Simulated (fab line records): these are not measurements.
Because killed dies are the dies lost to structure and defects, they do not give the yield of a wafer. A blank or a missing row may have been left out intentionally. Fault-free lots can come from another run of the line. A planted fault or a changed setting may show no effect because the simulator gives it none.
Split-lot trial -- flow n5_finfet -- route with 1938 steps; 7 lots, 21 wafers read

## SPLIT DETAILS
At N5_BEOL_M14_PEB_26 (peb time 90 s), the setting peb_temp_c was moved away from the recipe's 130 C on 10 of the 21 wafers read, by -2.4% to +2.8%. This setting was run at the recipe's value on the other wafers.

## FROM THE SPLIT TO THE READING: what the file shows between them, 2 steps
- N5_BEOL_M14_DEVELOP_27: develop time 45 s (also split here: develop_time_s)
- N5_BEOL_M14_HARDBAKE_32: time 120 s

## THE READING
At N5_BEOL_M14_CD_MEAS_28: cd_nm in nanometres, against a target cd of 284.4 nm. Typical for fault-free wafers on this fab line: 284.1 nm, with standard deviation 2.1 nm.

wafer,"tool, chamber at the split","peb_temp_c as run, C",against the recipe,"cd_nm, nm",against lot-mates on the recipe
L077.1,"litho_track-04, 0",130,recipe,281.2,-
L077.4,"litho_track-04, 0",130,recipe,283.7,-
L077.5,"litho_track-04, 0",130,recipe,283.7,-
L075.2,"litho_track-04, 0",130,recipe,280.9,-
L075.3,"litho_track-04, 0",130,recipe,285.0,-
L075.6,"litho_track-04, 0",132.9,+2.2%,293.5,+10.6
L082.2,"litho_track-03, 0",127.7,-1.8%,271.1,-14.1
L082.4,"litho_track-03, 0",130,recipe,285.2,-
L082.5,"litho_track-03, 0",127.7,-1.8%,270.6,-14.6
L083.2,"litho_track-01, 0",133.7,+2.8%,299.6,no lot-mate on the recipe
L083.3,"litho_track-01, 0",133.7,+2.8%,298.1,no lot-mate on the recipe
L083.6,"litho_track-01, 0",133.7,+2.8%,294.9,no lot-mate on the recipe
L089.1,"litho_track-01, 0",130,recipe,284.2,-
L089.3,"litho_track-01, 0",130,recipe,282.7,-
L089.4,"litho_track-01, 0",128.7,-1.0%,276.0,-7.4
L088.1,"litho_track-04, 0",130,recipe,283.4,-
L088.2,"litho_track-04, 0",128,-1.5%,273.7,-9.3
L088.6,"litho_track-04, 0",130,recipe,282.7,-
L097.2,"litho_track-03, 0",126.9,-2.4%,267.5,-18.4
L097.4,"litho_track-03, 0",130,recipe,285.9,-
L097.5,"litho_track-03, 0",126.9,-2.4%,272.4,-13.5

FIT RESULTS
A straight line over all 21 wafers: cd_nm changes by +5.45 nm for each +1% of peb_temp_c; r = +0.98; the points scatter about the line by 1.9 nm.
The same after taking each lot's own level away (the mean of its wafers on the recipe; 18 wafers): +6.42 nm for each +1%; r = +0.97; scatter 1.8 nm.
Per that fit: largest peb_temp_c move, reading shift of 18 nm.
Measured against the standard deviation above, the lots' own levels, which go from 282.87 to 285.90 nm, span 1.4 times it.
So the slope is not independent of the lot-to-lot level: the two fits are not the same.
Check: for one of the wafers moved furthest among these (-2.4%), held out of the fit, the line's prediction against its lot-mates is -15.2 nm. Against them it came out at -18.4 nm.

## FURTHER SPLITS ON THESE WAFERS
Other splits were also applied to these wafers ahead of the reading. Each is held against what the fit with the lots' levels taken away leaves over:
other split on the same wafers,wafers away from the commonest value,r with cd_nm (lot level and that fit taken away)
N5_BEOL_M11_ETCH_62 time_s,4,+0.05
N5_BEOL_M11_COAT_63 spin_rpm,6,-0.19
N5_BEOL_M12_SPUTTER_44 time_s,8,-0.12
N5_BEOL_M13_ILD_DEP_00 time_s,8,-0.15
N5_BEOL_M14_COAT_22 spin_rpm,6,-0.15
N5_BEOL_M14_DEVELOP_27 develop_time_s,5,+0.05

## THE WHOLE CHAIN: every reading that the file lists as answering this split, in the file's order
step,what it does,reading,change (the file's fit),r (the file's)
N5_BEOL_M14_CD_MEAS_28,target cd 284.4 nm,cd_nm,+6.36 nm for each +1% of the setting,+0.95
N5_BEOL_M14_DESCUM_33,"chemistry O2, time 7.9 s","BEOL_M14.cd_nm (the simulator's own value, which no gauge read)",+6.42 nm for each +1% of the setting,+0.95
N5_BEOL_M14_ETCH_68,"etches SOC in N2/H2, time 450 s","BEOL_M14.cd_nm (the simulator's own value, which no gauge read)",+6.22 nm for each +1% of the setting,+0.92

## FILE'S OWN FIT
cd_nm changes by +6.36 nm for each +1% of peb_temp_c, r = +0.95.
